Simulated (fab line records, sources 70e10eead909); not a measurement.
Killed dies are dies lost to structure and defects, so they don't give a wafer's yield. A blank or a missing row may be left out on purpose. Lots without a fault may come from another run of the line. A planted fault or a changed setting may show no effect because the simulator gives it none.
Which tool did it? | flow nand_harc | 12 lots, 36 wafers sampled, at 4 steps of a route of 1302

WHAT THE GAUGES READ, wafer by wafer
NHARC_A_SOURCE_PLATE_INSPECT_08.
lot  | measured     | on                | raw_defect_count
L075 | day 8 02:41  | defect_inspect-02 | 91 83 117
L077 | day 8 22:26  | defect_inspect-02 | 57 92 58
L078 | day 9 12:50  | defect_inspect-01 | 76 52 35
L081 | day 10 22:05 | defect_inspect-02 | 35 72 66
L083 | day 11 14:13 | defect_inspect-02 | 54 46 42
L085 | day 12 13:22 | defect_inspect-02 | 45 61 61
L088 | day 13 21:08 | defect_inspect-02 | 90 52 38
L090 | day 14 15:57 | defect_inspect-01 | 59 49 76
L091 | day 14 19:35 | defect_inspect-02 | 80 78 79
L093 | day 16 04:18 | defect_inspect-02 | 42 43 34
L095 | day 16 12:53 | defect_inspect-02 | 93 84 71
L097 | day 17 14:38 | defect_inspect-02 | 55 61 57

WHICH TOOL RAN EACH LOT (tool, then ch and the chambers of the sampled wafers, then the start)
lot  | NHARC_P_BONDPAD_CMP_32        | NHARC_P_BONDPAD_DESCUM_11          | NHARC_P_BONDPAD_STRIP_15
L075 | cmp-03 ch 2,3, day 7 00:10    | rie_diel-10 ch 0,3, day 7 01:13    | rie_diel-05 ch 1,3, day 7 01:38
L077 | cmp-02 ch 0,1,2, day 7 20:49  | rie_diel-06 ch 0,2,3, day 7 21:41  | rie_diel-05 ch 1,2,3, day 7 22:05
L078 | cmp-01 ch 1,2,3, day 8 10:35  | rie_diel-05 ch 0,1,2, day 8 11:37  | rie_diel-10 ch 0,1, day 8 12:01
L081 | cmp-02 ch 0,2,3, day 9 18:44  | rie_diel-05 ch 1,2,3, day 9 19:45  | rie_diel-10 ch 0,1,2, day 9 20:08
L083 | cmp-03 ch 0,3, day 10 10:21   | rie_diel-05 ch 0,3, day 10 11:23   | rie_diel-06 ch 0,1, day 10 11:46
L085 | cmp-02 ch 0,1,3, day 11 08:11 | rie_diel-06 ch 1,2, day 11 09:08   | rie_diel-06 ch 0,2, day 11 09:32
L088 | cmp-02 ch 1,2, day 12 18:50   | rie_diel-06 ch 0,1,3, day 12 19:55 | rie_diel-06 ch 1,2,3, day 12 20:17
L090 | cmp-01 ch 0,2,3, day 13 13:52 | rie_diel-06 ch 0,1,2, day 13 14:55 | rie_diel-05 ch 0,2,3, day 13 15:18
L091 | cmp-01 ch 0,3, day 13 17:33   | rie_diel-10 ch 1,2,3, day 13 18:28 | rie_diel-06 ch 0,1,3, day 13 18:53
L093 | cmp-01 ch 2,3, day 15 02:10   | rie_diel-06 ch 0,1,2, day 15 03:05 | rie_diel-10 ch 2,3, day 15 03:29
L095 | cmp-01 ch 0,1,2, day 15 08:13 | rie_diel-06 ch 0,2,3, day 15 09:14 | rie_diel-06 ch 0,1,3, day 15 09:37
L097 | cmp-01 ch 0,1,3, day 16 10:32 | rie_diel-10 ch 0,1,2, day 16 11:35 | rie_diel-05 ch 0,2,3, day 16 11:58
- NHARC_P_BONDPAD_CMP_32: polishes SiCN, target thk 200 nm.
- NHARC_P_BONDPAD_DESCUM_11: chemistry O2, time 3 s.
- NHARC_P_BONDPAD_STRIP_15: strips in O2.

THE ANSWER, worked out from the rows above alone
Rule: what is usual is taken from the lots themselves. Put in order of their means at a reading, lots are off if they are a third of the lots or fewer, leave a main group of 4 or more, and stand apart from it by a gap of 3 or more times the standard deviation of the main group's means; of several such gaps the widest counts. A main group whose means are all the same, to the digits that the tables above print for the reading, isn't used. A lot without any number at a reading at which 4 lots or more have one is off too. The other lots that the step has rows for count as sound.
No lot is off at any reading shown: from this, nothing can be told.

WHAT THE SIMULATOR HAD PUT IN
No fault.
